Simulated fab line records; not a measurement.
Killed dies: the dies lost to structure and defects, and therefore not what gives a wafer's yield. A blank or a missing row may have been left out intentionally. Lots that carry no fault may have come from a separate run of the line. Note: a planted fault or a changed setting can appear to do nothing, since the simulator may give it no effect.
Matching of chambers + flow n5 finfet + rie diel-01 running N5_BEOL_M0_STRIP_140: 4 sister chambers
The step strips in CF4. 16 wafers are shown with their chamber, then 8 later ones without.

## WAFERS, EACH WITH ITS CHAMBER
| wafer  | chamber | showerhead plenum p Torr (Torr) | drypump motor current A (A) | throttle valve pct (%) |
|--------|---------|---------------------------------|-----------------------------|------------------------|
| L076.2 | 3       | 1.81                            | 5.6                         | 13.84                  |
| L076.5 | 2       | 1.84                            | 6.5                         | 13.75                  |
| L076.6 | 0       | 1.72                            | 5.9                         | 13.96                  |
| L079.1 | 2       | 1.84                            | 6.4                         | 13.76                  |
| L079.2 | 3       | 1.81                            | 5.6                         | 13.85                  |
| L079.4 | 0       | 1.72                            | 5.9                         | 14.01                  |
| L081.1 | 1       | 1.83                            | 5.8                         | 13.29                  |
| L081.3 | 0       | 1.72                            | 5.9                         | 14.02                  |
| L081.6 | 0       | 1.72                            | 5.9                         | 13.97                  |
| L082.2 | 3       | 1.81                            | 5.6                         | 13.85                  |
| L082.3 | 1       | 1.83                            | 5.8                         | 13.27                  |
| L082.6 | 0       | 1.72                            | 5.9                         | 14.02                  |
| L089.2 | 3       | 1.81                            | 5.6                         | 13.91                  |
| L089.3 | 1       | 1.82                            | 5.8                         | 13.32                  |
| L089.6 | 3       | 1.81                            | 5.6                         | 13.90                  |
| L092.1 | 3       | 1.81                            | 5.6                         | 13.90                  |

SIGNATURES (means of the wafers above)
| reading                  | chamber 0 | chamber 1 | chamber 2 | chamber 3 | scatter within a chamber |
|--------------------------|-----------|-----------|-----------|-----------|--------------------------|
| showerhead plenum p Torr | 1.7200    | 1.8267    | 1.8400    | 1.8100    | 0.00236                  |
| drypump motor current A  | 5.900     | 5.800     | 6.450     | 5.600     | 0.0204                   |
| throttle valve pct       | 13.9960   | 13.2933   | 13.7550   | 13.8750   | 0.0283                   |
Rule: a wafer lies at a distance from a chamber equal to the root of the sum of squares, over the readings, of (its reading less the chamber's mean, divided by the reading's scatter). If the next closest chamber is less than 2 further off than the closest, the wafer can't be placed; otherwise it belongs to the closest. The scatter is the square root of a quotient: the sum, over the shown wafers, of each reading's squared deviation from its chamber's mean, divided by wafers minus chambers.

## WAFERS WITH NO CHAMBER GIVEN
| wafer  | showerhead plenum p Torr (Torr) | drypump motor current A (A) | throttle valve pct (%) |
|--------|---------------------------------|-----------------------------|------------------------|
| L092.2 | 1.71                            | 5.9                         | 14.05                  |
| L092.4 | 1.82                            | 5.8                         | 13.32                  |
| L091.1 | 1.71                            | 5.9                         | 14.04                  |
| L091.4 | 1.82                            | 5.8                         | 13.34                  |
| L091.5 | 1.80                            | 5.6                         | 13.90                  |
| L097.3 | 1.83                            | 6.5                         | 13.29                  |
| L097.4 | 1.80                            | 5.6                         | 13.95                  |
| L097.6 | 1.82                            | 5.8                         | 13.37                  |

## THE CHAMBER EACH PASSED THROUGH
| wafer  | from the rows above | in truth |
|--------|---------------------|----------|
| L092.2 | 0                   | 0        |
| L092.4 | 1                   | 1        |
| L091.1 | 0                   | 0        |
| L091.4 | 1                   | 1        |
| L091.5 | 3                   | 3        |
| L097.3 | 2                   | 2        |
| L097.4 | 3                   | 3        |
| L097.6 | 1                   | 1        |
Correct placement for 8 of the 8. From these rows, 0 cannot be placed. 0 placed wrongly.
